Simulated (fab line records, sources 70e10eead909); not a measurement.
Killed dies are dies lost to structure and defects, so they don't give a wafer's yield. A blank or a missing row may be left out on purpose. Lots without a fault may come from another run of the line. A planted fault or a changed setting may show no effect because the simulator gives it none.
fab line records | flow nand_harc
record lots=13 wafers=39 last_day=33
route steps=1302 shown P_BONDPAD@353 END@1302
lots that met no fault: from a run of the same line without faults
start_h: hours from the record's first day to the start of the lot's first wafer shown | wait_h: hours since the lot's step before | " the same as in the row above | L1.1+2: a row that stands for several wafers | - no value, or no start given | * or withheld: withheld | < > ~ a bound
route shown NAME@n: a module of which the file shows steps, and the number in the route of the first | usual: mean/standard deviation of fault-free wafers | same: alike in all rows | chamber/n: place in a boat | sites: the reading at each site | _std_site: their standard deviation | _edge_site: outer sites' mean less inner sites' | radius_mm: how far each site lies from the wafer's centre | mask NAME#n: copy n | behind: the tool/chamber that last shaped the wafer | hold: why the lot was held/for how many hours/how that ended | device: the transistor (n, p or np) that didn't switch | end of line: the same wafers' tests at the end of the route | a step without rows: its recipe alone | killed: dies lost to structure and defects at the first sort, not the wafer's yield | map: a wafer's dies, x killed, . not, _ none there
set.NAME: the setting as run; set.NAME@STEP: as run at that earlier step | model.NAME: the simulator's own value behind a step, which no gauge read
steps of the route over a sample of lots; a table a step, a row a wafer
services: from which hour (start_h, from the record's first day; less than 0 if before it) a tool's chamber was out of use, for how many hours, and why
## steps
# step NHARC_P_BONDPAD_THK_MEAS_33
# recipe thk_meas_gauge=ellipsometry
# usual thk_nm=199.6/1.5
# columns lot.wafer tool chamber start_h wait_h thk_nm
L192.1 film_metro-01 - 133.38 0.2 202.0
L192.4 " - " " 199.2
L192.5 " - " " 199.1
L193.1 film_metro-01 - 141.35 0.2 199.6
L193.5 " - " " 200.6
L193.6 " - " " 201.9
L197.3 film_metro-01 - 180.77 0.2 199.9
L197.5 " - " " 197.0
L197.6 " - " " 198.9
L198.4 film_metro-01 - 196.84 0.2 197.8
L198.5 " - " " 199.2
L198.6 " - " " 201.8
L200.3 film_metro-02 - 212.41 0.2 197.4
L200.4 " - " " 200.0
L200.5 " - " " 198.2
L205.2 film_metro-02 - 260.68 0.2 200.8
L205.4 " - " " 199.7
L205.5 " - " " 200.4
L206.2 film_metro-02 - 287.02 0.2 196.5
L206.3 " - " " 197.9
L206.5 " - " " 196.2
L207.3 film_metro-02 - 288.08 0.2 198.9
L207.4 " - " " 201.1
L207.5 " - " " 201.4
L210.1 film_metro-01 - 314.30 0.2 201.2
L210.2 " - " " 197.1
L210.5 " - " " 201.6
L212.1 film_metro-02 - 331.06 0.2 198.4
L212.4 " - " " 199.9
L212.5 " - " " 199.6
L213.2 film_metro-02 - 347.38 0.2 199.2
L213.5 " - " " 199.9
L213.6 " - " " 199.5
L214.1 film_metro-01 - 351.63 0.2 201.7
L214.5 " - " " 201.1
L214.6 " - " " 202.5
L215.1 film_metro-02 - 358.90 0.2 201.1
L215.4 " - " " 201.8
L215.5 " - " " 199.6
# step NHARC_P_BONDPAD_CD_MEAS_13
# usual cd_nm=499.2/2.5
# columns lot.wafer tool chamber start_h wait_h cd_nm
L192.1 cd_sem-03 - 134.35 - 496.8
L192.4 " - " " 496.6
L192.5 " - " " 493.0
L193.1 cd_sem-02 - 142.44 - 503.0
L193.5 " - " " 502.7
L193.6 " - " " 501.4
L197.3 cd_sem-01 - 181.87 - 499.8
L197.5 " - " " 494.8
L197.6 " - " " 500.2
L198.4 cd_sem-01 - 197.81 - 499.6
L198.5 " - " " 498.1
L198.6 " - " " 501.6
L200.3 cd_sem-03 - 213.38 - 496.4
L200.4 " - " " 494.1
L200.5 " - " " 498.3
L205.2 cd_sem-02 - 261.77 - 500.9
L205.4 " - " " 500.0
L205.5 " - " " 498.5
L206.2 cd_sem-01 - 288.16 - 498.3
L206.3 " - " " 501.6
L206.5 " - " " 499.4
L207.3 cd_sem-02 - 289.22 - 496.9
L207.4 " - " " 500.1
L207.5 " - " " 498.0
L210.1 cd_sem-03 - 315.40 - 502.0
L210.2 " - " " 501.5
L210.5 " - " " 495.9
L212.1 cd_sem-03 - 332.05 - 503.1
L212.4 " - " " 503.9
L212.5 " - " " 502.7
L213.2 cd_sem-02 - 348.52 - 496.9
L213.5 " - " " 496.1
L213.6 " - " " 497.2
L214.1 cd_sem-01 - 352.74 - 503.2
L214.5 " - " " 502.5
L214.6 " - " " 502.3
L215.1 cd_sem-02 - 359.98 - 499.5
L215.4 " - " " 499.0
L215.5 " - " " 500.9
# step NHARC_P_BONDPAD_ETCH_24
# recipe target_depth_a=300 over_etch_frac=0.3 time_s=72.99 ion_energy_ev=150 cf4_flow_sccm=50 n2_flow_sccm=100 ar_flow_sccm=150 rf_w=300 bias_w=100 chemistry=CF4/N2
# usual drypump_motor_current_A=6.0/0.38 oes_product_au=0.996/0.0094 rf_vpp_V=314.1/1.8 run_length_s=94.5/0.37 showerhead_plenum_p_Torr=2.63/0.099 throttle_valve_pct=19.794/0.0092
# columns lot.wafer tool chamber start_h wait_h drypump_motor_current_A oes_product_au rf_hours_counter_h rf_vpp_V run_length_s showerhead_plenum_p_Torr throttle_valve_pct
L192.4 rie_diel-03 3 134.57 - 5.7 0.986 1.8 310.9 94.1 2.47 19.782
L192.1 " 1 " " 5.8 1.001 2.1 314.5 94.1 2.66 19.796
L192.5 " 3 " " 5.7 0.984 - 311.8 94.3 2.47 19.793
L193.1 rie_diel-09 3 142.69 - 6.3 0.997 9.9 313.7 94.7 2.55 19.802
L193.6 " 0 " " 6.4 1.003 - 312.2 95.0 2.52 19.786
L193.5 " 1 " " 6.2 0.998 - 315.4 94.3 2.70 19.791
L197.3 rie_diel-03 2 182.09 - 6.3 1.001 3.2 314.5 94.7 2.63 19.784
L197.5 " 1 " " 5.8 1.011 - 314.7 94.0 2.65 19.783
L197.6 " 2 " " 6.3 1.004 - 314.2 94.6 2.63 19.780
L198.4 rie_diel-12 2 198.47 - 5.7 0.987 3.2 316.2 94.4 2.69 19.794
L198.5 " 2 " " 5.7 0.986 - 315.9 95.0 2.69 19.795
L198.6 " 3 " " 5.3 1.003 - 313.5 94.4 2.59 19.799
L200.3 rie_diel-12 1 213.61 - 6.3 1.005 3.7 317.5 95.0 2.80 19.819
L200.4 " 3 " " 5.3 1.014 2.6 314.5 94.6 2.59 19.805
L200.5 " 1 " " 6.3 0.998 - 315.6 95.0 2.81 19.791
L205.4 rie_diel-12 1 262.00 - 6.3 0.995 5.1 317.8 94.7 2.80 19.803
L205.2 " 0 " " 6.2 1.008 5.0 316.0 94.6 2.76 19.783
L205.5 " 1 " " 6.4 1.004 - 316.4 95.0 2.81 19.781
L206.3 rie_diel-12 0 288.42 0.1 6.2 1.010 0.4 316.7 94.4 2.76 19.807
L206.2 " 2 " " 5.7 0.989 0.4 315.0 95.2 2.69 19.804
L206.5 " 3 " " 5.3 1.000 - 313.9 92.0 2.59 19.794
L207.3 rie_diel-09 3 289.44 - 6.3 0.989 9.6 312.2 94.7 2.55 19.787
L207.4 " 2 " " 6.2 0.990 9.4 314.6 94.2 2.67 19.798
L207.5 " 0 " " 6.4 0.992 - 312.4 95.0 2.52 19.805
L210.1 rie_diel-12 3 315.63 - 5.3 1.004 1.3 312.5 94.8 2.59 19.791
L210.2 " 1 " " 6.4 1.008 0.7 317.2 95.2 2.80 19.798
L210.5 " 2 " " 5.7 0.989 - 316.1 91.6 2.69 19.794
L212.4 rie_diel-09 0 332.28 - 6.4 0.998 0.1 312.8 94.6 2.52 19.796
L212.1 " 2 " " 6.1 0.994 0.1 314.1 94.8 2.67 19.788
L212.5 " 0 " " 6.3 0.994 - 311.7 94.9 2.52 19.813
L213.2 rie_diel-09 0 348.76 - 6.3 0.987 0.6 312.7 95.0 2.52 19.795
L213.6 " 1 " " 6.2 1.010 - 314.7 94.3 2.70 19.795
L213.5 " 2 " " 6.1 1.001 - 313.9 94.4 2.67 19.788
L214.1 rie_diel-03 3 352.98 - 5.7 0.996 3.3 312.6 94.3 2.46 19.786
L214.5 " 2 " " 6.3 0.987 - 314.0 95.1 2.62 19.809
L214.6 " 3 " " 5.7 0.986 - 311.8 94.2 2.47 19.804
L215.4 rie_diel-03 3 360.21 - 5.7 0.992 4.4 311.2 94.3 2.46 19.803
L215.1 " 1 " " 5.8 0.997 3.7 314.0 94.2 2.65 19.781
L215.5 " 0 " " 5.3 1.015 - 312.2 94.3 2.56 19.783
# step NHARC_P_BONDPAD_ANNEAL_28
# recipe temp_c=225 time_s=90
# usual wafer_temp_C_max=226.2/0.51
# columns lot.wafer tool chamber start_h wait_h wafer_temp_C_max
L192.1 rtp_anneal-02 0 135.70 - 227.0
L192.4 " 0 " " 226.6
L192.5 " 0 " " 226.3
L193.1 rtp_anneal-01 0 143.80 - 225.6
L193.5 " 0 " " 225.9
L193.6 " 0 " " 225.2
L197.3 rtp_anneal-01 0 183.50 - 225.8
L197.5 " 0 " " 226.0
L197.6 " 0 " " 225.9
L198.4 rtp_anneal-01 0 199.78 - 225.8
L198.5 " 0 " " 226.0
L198.6 " 0 " " 225.6
L200.3 rtp_anneal-01 0 214.84 0.3 226.0
L200.4 " 0 " " 225.7
L200.5 " 0 " " 226.0
L205.2 rtp_anneal-02 0 263.18 - 226.7
L205.4 " 0 " " 226.1
L205.5 " 0 " " 226.6
L206.2 rtp_anneal-02 0 289.61 0.4 226.4
L206.3 " 0 " " 227.6
L206.5 " 0 " " 226.7
L207.3 rtp_anneal-01 0 290.68 0.3 225.7
L207.4 " 0 " " 225.6
L207.5 " 0 " " 225.6
L210.1 rtp_anneal-02 0 316.76 0.3 227.4
L210.2 " 0 " " 227.0
L210.5 " 0 " " 227.0
L212.1 rtp_anneal-01 0 333.42 0.3 225.9
L212.4 " 0 " " 226.0
L212.5 " 0 " " 226.1
L213.2 rtp_anneal-02 0 349.97 - 226.3
L213.5 " 0 " " 226.8
L213.6 " 0 " " 226.4
L214.1 rtp_anneal-02 0 354.15 0.3 226.7
L214.5 " 0 " " 226.1
L214.6 " 0 " " 226.9
L215.1 rtp_anneal-01 0 361.38 0.3 226.1
L215.4 " 0 " " 226.2
L215.5 " 0 " " 226.1
# step NHARC_END_SORT_01
# recipe temp_c=25
# usual defect_limited_yield=90.2/2.3 killed_at_array=62/15 killed_at_other=0.8/1 killed_at_periphery=3.7/2.6 killed_dies=66/15 killed_open=3.1/1.8 killed_short=2.6/1.7
# same gross_dies=677
# columns lot.wafer tool chamber start_h wait_h defect_limited_yield[%] killed_at_array killed_at_other killed_at_periphery killed_dies killed_open killed_short
L193.1 prober-01 0 557.87 2.5 90.8 61 0 1 62 6 1
L193.5 prober-01 0 561.05 3.7 90.5 62 0 2 64 5 2
L193.6 prober-01 0 561.85 4.0 90.7 62 0 1 63 2 4
L192.1 prober-01 0 565.63 2.5 91.3 55 0 4 59 2 5
L192.4 prober-01 0 568.07 3.4 88.2 70 2 8 80 2 2
L192.5 prober-01 0 568.89 3.8 90.5 58 1 5 64 3 3
L197.3 prober-01 0 618.69 3.1 88.0 79 0 2 81 4 4
L197.5 prober-01 0 620.27 3.7 86.9 83 2 4 89 8 1
L197.6 prober-01 0 621.07 4.0 87.3 82 1 3 86 1 1
L200.3 prober-01 0 647.60 3.1 91.6 48 1 8 57 2 2
L200.4 prober-01 0 648.40 3.4 88.5 69 0 9 78 7 3
L200.5 prober-01 0 649.19 3.7 89.4 65 0 7 72 7 3
L198.4 prober-02 0 649.87 3.4 87.6 79 0 5 84 5 3
L198.5 prober-02 0 650.66 3.7 87.0 87 1 0 88 6 2
L198.6 prober-02 0 651.45 4.0 88.9 72 1 2 75 3 0
L205.2 prober-02 0 675.39 2.8 86.7 78 0 12 90 5 1
L205.4 prober-02 0 676.98 3.4 86.3 88 0 5 93 2 1
L205.5 prober-02 0 677.77 3.7 85.1 96 0 5 101 2 2
L207.3 prober-01 0 715.44 3.1 94.1 36 3 1 40 0 1
L207.4 prober-01 0 716.24 3.4 90.5 59 4 1 64 0 3
L207.5 prober-01 0 717.03 3.7 92.8 43 3 3 49 4 3
L206.2 prober-01 0 733.44 2.8 88.6 71 1 5 77 3 4
L206.3 prober-01 0 734.24 3.1 88.6 70 0 7 77 1 3
L206.5 prober-01 0 735.83 3.7 90.7 60 0 3 63 5 2
L212.1 prober-01 0 747.54 2.5 90.8 56 3 3 62 2 0
L212.4 prober-01 0 749.94 3.4 87.1 81 2 4 87 6 4
L212.5 prober-01 0 750.74 3.7 86.3 87 0 6 93 2 6
L210.1 prober-02 0 747.55 2.5 91.6 54 0 3 57 5 3
L210.2 prober-02 0 748.35 2.8 91.6 52 0 5 57 2 4
L210.5 prober-02 0 750.73 3.7 90.7 61 0 2 63 5 0
L214.1 prober-01 0 775.21 2.5 92.5 40 4 7 51 2 5
L214.5 prober-01 0 778.42 3.7 90.7 58 0 5 63 2 8
L214.6 prober-01 0 779.22 4.0 92.6 44 1 5 50 2 1
L213.2 prober-02 0 783.81 2.8 90.5 62 0 2 64 2 1
L213.5 prober-02 0 786.22 3.7 89.2 71 1 1 73 6 2
L213.6 prober-02 0 787.02 4.0 87.3 79 3 4 86 3 2
L215.1 prober-01 0 792.76 2.5 90.8 59 2 1 62 1 2
L215.4 prober-01 0 795.17 3.4 91.4 55 3 0 58 2 2
L215.5 prober-01 0 795.97 3.7 92.8 42 1 6 49 4 2
# killed by level:class
L193.1 A_CHANNEL_HOLE_D1:chamber_film_flake=28 A_CHANNEL_HOLE_D2:chamber_film_flake=10 A_STAIRCASE:chamber_film_flake=10 A_WL_FILL:chamber_film_flake=3 A_CONTACT:chamber_film_flake=2 P_CONTACT:geometric_particle:open=1 A_CHANNEL_FILL_D1:geometric_particle:open=1 A_CHANNEL_FILL_D1:geometric_particle:short=1
L193.5 A_CHANNEL_HOLE_D1:chamber_film_flake=26 A_CHANNEL_HOLE_D2:chamber_film_flake=13 A_STAIRCASE:chamber_film_flake=11 A_CONTACT:chamber_film_flake=3 P_M0:geometric_particle:open=1 A_CHANNEL_HOLE_D2:geometric_particle:open=1 A_CHANNEL_FILL_D2:geometric_particle:open=1 A_SLIT:geometric_particle:open=1
L193.6 A_CHANNEL_HOLE_D1:chamber_film_flake=34 A_STAIRCASE:chamber_film_flake=14 A_CHANNEL_HOLE_D2:chamber_film_flake=3 A_CONTACT:chamber_film_flake=2 A_BLC:chamber_film_flake=2 P_M2:geometric_particle:short=1 A_CHANNEL_HOLE_D1:geometric_particle:open=1 A_CHANNEL_FILL_D2:geometric_particle:short=1
L192.1 A_CHANNEL_HOLE_D2:chamber_film_flake=22 A_CHANNEL_HOLE_D1:chamber_film_flake=16 P_CONTACT:chamber_film_flake=3 A_CHANNEL_FILL_D1:chamber_film_flake=3 A_ONON_D1:geometric_particle:short=2 A_WL_FILL:geometric_particle:short=2 A_ZERO_WELL:chamber_film_flake=2 A_STAIRCASE:chamber_film_flake=2
L192.4 A_CHANNEL_HOLE_D1:chamber_film_flake=37 A_CHANNEL_HOLE_D2:chamber_film_flake=24 P_GATE:chamber_film_flake=3 P_CONTACT:chamber_film_flake=3 A_CHANNEL_FILL_D1:chamber_film_flake=2 A_WL_FILL:chamber_film_flake=2 A_CONTACT:chamber_film_flake=2 P_GATE:geometric_particle:short=1
L192.5 A_CHANNEL_HOLE_D1:chamber_film_flake=28 A_CHANNEL_HOLE_D2:chamber_film_flake=17 A_WL_FILL:chamber_film_flake=3 A_CONTACT:chamber_film_flake=3 A_STAIRCASE:chamber_film_flake=2 P_GATE:geometric_particle:short=1 P_M0:geometric_particle:open=1 P_M1:geometric_particle:open=1
L197.3 A_SLIT:chamber_film_flake=31 A_CHANNEL_HOLE_D2:chamber_film_flake=28 A_CHANNEL_HOLE_D1:chamber_film_flake=3 A_CONTACT:chamber_film_flake=3 A_CHANNEL_FILL_D1:geometric_particle:short=2 A_CONTACT:geometric_particle:open=2 P_M2:chamber_film_flake=2 A_SGD_CUT:chamber_film_flake=2
L197.5 A_CHANNEL_HOLE_D2:chamber_film_flake=25 A_SLIT:chamber_film_flake=25 A_CONTACT:chamber_film_flake=10 A_CHANNEL_HOLE_D1:chamber_film_flake=7 A_WL_FILL:chamber_film_flake=4 P_M2:chamber_film_flake=3 A_CHANNEL_FILL_D1:geometric_particle:open=2 A_CHANNEL_FILL_D2:geometric_particle:open=2
L197.6 A_CHANNEL_HOLE_D2:chamber_film_flake=34 A_SLIT:chamber_film_flake=28 A_CONTACT:chamber_film_flake=6 A_SGD_CUT:chamber_film_flake=4 A_CHANNEL_HOLE_D1:chamber_film_flake=3 A_CHANNEL_FILL_D2:chamber_film_flake=2 A_CHANNEL_HOLE_D1:geometric_particle:short=1 A_CHANNEL_FILL_D2:geometric_particle:open=1
L200.3 A_CHANNEL_HOLE_D1:chamber_film_flake=24 A_CHANNEL_HOLE_D2:chamber_film_flake=12 A_CONTACT:chamber_film_flake=7 P_GATE:chamber_film_flake=3 A_DECK1_JOINT:chamber_film_flake=2 P_CONTACT:geometric_particle:open=1 P_M1:geometric_particle:short=1 A_ZERO_WELL:chamber_film_flake=1
L200.4 A_CHANNEL_HOLE_D1:chamber_film_flake=36 A_CHANNEL_HOLE_D2:chamber_film_flake=13 P_GATE:chamber_film_flake=7 A_CONTACT:chamber_film_flake=6 A_DECK1_JOINT:chamber_film_flake=2 A_SLIT:chamber_film_flake=2 P_CONTACT:geometric_particle:open=1 A_SOURCE_PLATE:geometric_particle:open=1
L200.5 A_CHANNEL_HOLE_D1:chamber_film_flake=32 A_CHANNEL_HOLE_D2:chamber_film_flake=13 A_CONTACT:chamber_film_flake=5 P_GATE:chamber_film_flake=4 A_ZERO_WELL:chamber_film_flake=2 A_DECK1_JOINT:chamber_film_flake=2 P_CONTACT:geometric_particle:open=1 P_M0:geometric_particle:open=1
L198.4 A_CHANNEL_HOLE_D2:chamber_film_flake=33 A_SLIT:chamber_film_flake=30 P_STI:chamber_film_flake=3 A_CHANNEL_HOLE_D1:chamber_film_flake=3 A_DECK1_JOINT:chamber_film_flake=3 A_ONON_D1:geometric_particle:open=2 A_ONON_D2:geometric_particle:short=2 A_M0:chamber_film_flake=2
L198.5 A_SLIT:chamber_film_flake=36 A_CHANNEL_HOLE_D2:chamber_film_flake=32 A_CHANNEL_HOLE_D1:chamber_film_flake=5 A_STAIRCASE:chamber_film_flake=3 A_M0:geometric_particle:open=2 A_CHANNEL_FILL_D2:chamber_film_flake=2 A_DECK1_JOINT:geometric_particle:short=1 A_DECK1_JOINT:geometric_particle:open=1
L198.6 A_SLIT:chamber_film_flake=32 A_CHANNEL_HOLE_D2:chamber_film_flake=27 A_CHANNEL_HOLE_D1:chamber_film_flake=4 A_CONTACT:chamber_film_flake=3 A_CONTACT:geometric_particle:open=2 A_STAIRCASE:chamber_film_flake=2 P_GATE:geometric_particle:open=1 P_GATE:chamber_film_flake=1
L205.2 A_SLIT:chamber_film_flake=32 A_CHANNEL_HOLE_D1:chamber_film_flake=29 A_CHANNEL_HOLE_D2:chamber_film_flake=11 P_M2:chamber_film_flake=4 P_M0:geometric_particle:open=3 A_DECK1_JOINT:chamber_film_flake=3 P_GATE:chamber_film_flake=2 P_GATE:geometric_particle:open=1
L205.4 A_CHANNEL_HOLE_D1:chamber_film_flake=33 A_SLIT:chamber_film_flake=27 A_CHANNEL_HOLE_D2:chamber_film_flake=21 A_CONTACT:chamber_film_flake=3 P_GATE:chamber_film_flake=2 P_GATE:geometric_particle:open=1 A_CHANNEL_FILL_D1:geometric_particle:short=1 A_M0:geometric_particle:open=1
L205.5 A_CHANNEL_HOLE_D1:chamber_film_flake=35 A_SLIT:chamber_film_flake=34 A_CHANNEL_HOLE_D2:chamber_film_flake=23 P_M2:chamber_film_flake=2 P_CONTACT:geometric_particle:open=1 A_CHANNEL_HOLE_D1:geometric_particle:short=1 A_DECK1_JOINT:geometric_particle:short=1 A_CHANNEL_FILL_D2:geometric_particle:open=1
L207.3 A_CHANNEL_HOLE_D1:chamber_film_flake=23 A_STAIRCASE:chamber_film_flake=3 A_SLIT:chamber_film_flake=3 A_CONTACT:chamber_film_flake=3 THIN_TSV:chamber_film_flake=3 A_WL_FILL:geometric_particle:short=1 P_GATE:chamber_film_flake=1 A_ZERO_WELL:chamber_film_flake=1
L207.4 A_CHANNEL_HOLE_D1:chamber_film_flake=37 A_CHANNEL_FILL_D2:chamber_film_flake=5 A_BLC:chamber_film_flake=4 THIN_TSV:chamber_film_flake=4 A_STAIRCASE:chamber_film_flake=3 A_CONTACT:chamber_film_flake=3 A_WL_FILL:geometric_particle:short=2 A_SLIT:chamber_film_flake=2
L207.5 A_CHANNEL_HOLE_D1:chamber_film_flake=23 A_STAIRCASE:chamber_film_flake=7 A_SLIT:chamber_film_flake=3 THIN_TSV:chamber_film_flake=3 A_DECK1_JOINT:chamber_film_flake=2 P_ZERO_WELL:geometric_particle:open=1 A_ONON_D1:geometric_particle:open=1 A_CHANNEL_FILL_D1:geometric_particle:short=1
L206.2 A_SLIT:chamber_film_flake=25 A_CHANNEL_HOLE_D2:chamber_film_flake=19 A_CHANNEL_HOLE_D1:chamber_film_flake=11 A_CONTACT:chamber_film_flake=8 P_BONDPAD:chamber_film_flake=2 A_STAIRCASE:chamber_film_flake=2 P_GATE:geometric_particle:short=1 P_CONTACT:geometric_particle:short=1
L206.3 A_SLIT:chamber_film_flake=28 A_CHANNEL_HOLE_D2:chamber_film_flake=22 A_CONTACT:chamber_film_flake=6 P_BONDPAD:chamber_film_flake=5 A_STAIRCASE:chamber_film_flake=4 A_CHANNEL_HOLE_D1:chamber_film_flake=3 A_ZERO_WELL:chamber_film_flake=2 P_GATE:geometric_particle:short=1
L206.5 A_SLIT:chamber_film_flake=23 A_CHANNEL_HOLE_D2:chamber_film_flake=23 A_CONTACT:chamber_film_flake=5 A_SGD_CUT:geometric_particle:open=2 P_GATE:chamber_film_flake=2 A_CHANNEL_HOLE_D1:chamber_film_flake=2 P_CONTACT:geometric_particle:open=1 A_CHANNEL_FILL_D1:geometric_particle:short=1
L212.1 A_CHANNEL_HOLE_D2:chamber_film_flake=20 A_SLIT:chamber_film_flake=15 A_CHANNEL_HOLE_D1:chamber_film_flake=12 P_BONDPAD:chamber_film_flake=3 A_STAIRCASE:chamber_film_flake=3 A_WL_FILL:chamber_film_flake=3 THIN_TSV:chamber_film_flake=3 A_CHANNEL_FILL_D2:geometric_particle:open=1
L210.1 A_CHANNEL_HOLE_D1:chamber_film_flake=31 A_STAIRCASE:chamber_film_flake=5 A_CONTACT:chamber_film_flake=4 A_SLIT:chamber_film_flake=3 A_M0:chamber_film_flake=2 P_CONTACT:geometric_particle:open=1 P_M0:geometric_particle:open=1 A_ONON_D1:geometric_particle:open=1
L210.2 A_CHANNEL_HOLE_D1:chamber_film_flake=30 P_CONTACT:chamber_film_flake=4 A_STAIRCASE:chamber_film_flake=4 A_SLIT:chamber_film_flake=3 A_CONTACT:chamber_film_flake=3 A_CHANNEL_HOLE_D1:unspecified=2 A_SOURCE_PLATE:geometric_particle:short=1 A_ONON_D2:geometric_particle:short=1
L212.4 A_SLIT:chamber_film_flake=31 A_CHANNEL_HOLE_D1:chamber_film_flake=14 A_CHANNEL_HOLE_D2:chamber_film_flake=13 A_STAIRCASE:chamber_film_flake=7 A_WL_FILL:chamber_film_flake=3 A_CHANNEL_HOLE_D1:geometric_particle:open=2 A_M0:geometric_particle:open=2 P_BONDPAD:chamber_film_flake=2
L210.5 A_CHANNEL_HOLE_D1:chamber_film_flake=32 A_CONTACT:chamber_film_flake=10 A_STAIRCASE:chamber_film_flake=6 A_SLIT:chamber_film_flake=4 A_CHANNEL_HOLE_D1:unspecified=2 A_CHANNEL_HOLE_D2:chamber_film_flake=2 P_M1:geometric_particle:open=1 A_ONON_D1:geometric_particle:open=1
L212.5 A_CHANNEL_HOLE_D2:chamber_film_flake=30 A_SLIT:chamber_film_flake=29 A_CHANNEL_HOLE_D1:chamber_film_flake=8 A_STAIRCASE:chamber_film_flake=8 P_BONDPAD:chamber_film_flake=4 A_WL_FILL:chamber_film_flake=4 A_ONON_D1:geometric_particle:short=2 A_CONTACT:chamber_film_flake=2
L214.1 A_SLIT:chamber_film_flake=31 P_GATE:chamber_film_flake=4 P_STI:chamber_film_flake=3 STARTING-WAFER:geometric_particle:short=2 A_STAIRCASE:chamber_film_flake=2 THIN_TSV:chamber_film_flake=2 A_CHANNEL_HOLE_D1:geometric_particle:short=1 A_CHANNEL_FILL_D1:geometric_particle:open=1
L214.5 A_SLIT:chamber_film_flake=37 P_STI:chamber_film_flake=3 A_CHANNEL_HOLE_D1:chamber_film_flake=3 A_CONTACT:chamber_film_flake=3 A_DECK1_JOINT:geometric_particle:short=2 A_ZERO_WELL:chamber_film_flake=2 A_STAIRCASE:chamber_film_flake=2 P_CONTACT:geometric_particle:open=1
L214.6 A_SLIT:chamber_film_flake=35 P_GATE:chamber_film_flake=5 A_CHANNEL_HOLE_D1:unspecified=2 A_STAIRCASE:chamber_film_flake=2 A_SGD_CUT:geometric_particle:open=1 A_WL_FILL:geometric_particle:short=1 A_CONTACT:geometric_particle:open=1 A_DECK1_JOINT:chamber_film_flake=1
L213.2 A_CHANNEL_HOLE_D2:chamber_film_flake=25 A_CHANNEL_HOLE_D1:chamber_film_flake=10 A_STAIRCASE:chamber_film_flake=9 A_SLIT:chamber_film_flake=8 A_CONTACT:chamber_film_flake=5 P_GATE:geometric_particle:open=1 A_ONON_D1:geometric_particle:open=1 A_BLC:geometric_particle:short=1
L213.5 A_CHANNEL_HOLE_D2:chamber_film_flake=29 A_CHANNEL_HOLE_D1:chamber_film_flake=21 A_SLIT:chamber_film_flake=6 A_STAIRCASE:chamber_film_flake=3 A_BLC:geometric_particle:open=2 A_CONTACT:chamber_film_flake=2 A_WL_FILL:chamber_film_flake=2 A_ONON_D1:geometric_particle:open=1
L213.6 A_CHANNEL_HOLE_D2:chamber_film_flake=37 A_CHANNEL_HOLE_D1:chamber_film_flake=18 A_SLIT:chamber_film_flake=7 A_STAIRCASE:chamber_film_flake=6 A_WL_FILL:chamber_film_flake=3 A_CONTACT:chamber_film_flake=3 HYBRID_BOND:chamber_film_flake=2 P_STI:geometric_particle:open=1
L215.1 A_SLIT:chamber_film_flake=36 A_CONTACT:chamber_film_flake=8 A_DECK1_JOINT:chamber_film_flake=4 A_ZERO_WELL:chamber_film_flake=2 A_CHANNEL_HOLE_D2:chamber_film_flake=2 A_STAIRCASE:chamber_film_flake=2 A_WL_FILL:chamber_film_flake=2 THIN_TSV:chamber_film_flake=2
L215.4 A_SLIT:chamber_film_flake=30 A_CONTACT:chamber_film_flake=11 A_CHANNEL_HOLE_D2:chamber_film_flake=3 THIN_TSV:chamber_film_flake=3 A_CHANNEL_FILL_D2:geometric_particle:short=2 A_STAIRCASE:chamber_film_flake=2 A_CONTACT:geometric_particle:open=1 A_M0:geometric_particle:open=1
L215.5 A_SLIT:chamber_film_flake=27 A_CONTACT:chamber_film_flake=6 P_CONTACT:geometric_particle:open=2 A_CHANNEL_HOLE_D2:chamber_film_flake=2 A_CHANNEL_FILL_D2:chamber_film_flake=2 P_CONTACT:geometric_particle:short=1 A_CHANNEL_FILL_D1:geometric_particle:short=1 A_SGD_CUT:geometric_particle:open=1
## services
# columns tool chamber start_h hours kind
rie_diel-12 0 124.90 - clean
rie_diel-12 1 124.90 - clean
rie_diel-12 2 124.90 - clean
rie_diel-12 3 124.90 - clean
rie_diel-12 3 134.16 21.5 repair
rie_diel-09 - 143.10 9.0 pm
rie_diel-12 0 149.40 - clean
rie_diel-12 1 149.40 - clean
rie_diel-12 2 149.40 - clean
rie_diel-12 - 169.19 0.6 repair
rie_diel-12 0 173.90 - clean
rie_diel-09 1 225.27 7.2 repair
rie_diel-12 3 231.38 9.6 repair
rie_diel-03 1 248.17 4.0 repair
rie_diel-09 2 248.53 4.6 repair
rie_diel-03 - 262.69 0.6 repair
rie_diel-12 - 268.40 9.0 pm
rie_diel-03 - 281.30 9.0 pm
rie_diel-12 1 282.19 15.5 repair
rie_diel-09 2 297.16 7.6 repair
rie_diel-09 - 320.10 9.0 pm
rie_diel-12 0 328.09 6.6 repair
rie_diel-03 1 340.11 12.2 repair
rie_diel-03 2 351.00 1.5 repair
## key
first_sign step=NHARC_P_BONDPAD_ETCH_24 reading=run_length_s direction=down sigmas=7.4 usual=* struck=*
effect none on later readings
met_at NHARC_P_BONDPAD_ETCH_24
struck_lots L206,L210
struck_wafers L206.5,L210.5
not_acting_at NHARC_P_BONDPAD_THK_MEAS_33,NHARC_P_BONDPAD_CD_MEAS_13,NHARC_P_BONDPAD_ANNEAL_28
onset_between 262.00 288.42
fault kind=process_parameter_drift tool=rie_diel-12 chamber=- onset_h=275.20 steps=NHARC_P_BONDPAD_ETCH_24 channel=time_s offset=* shape=step end_h=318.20 scope=struck_wafers_only acts_in=* stated=*
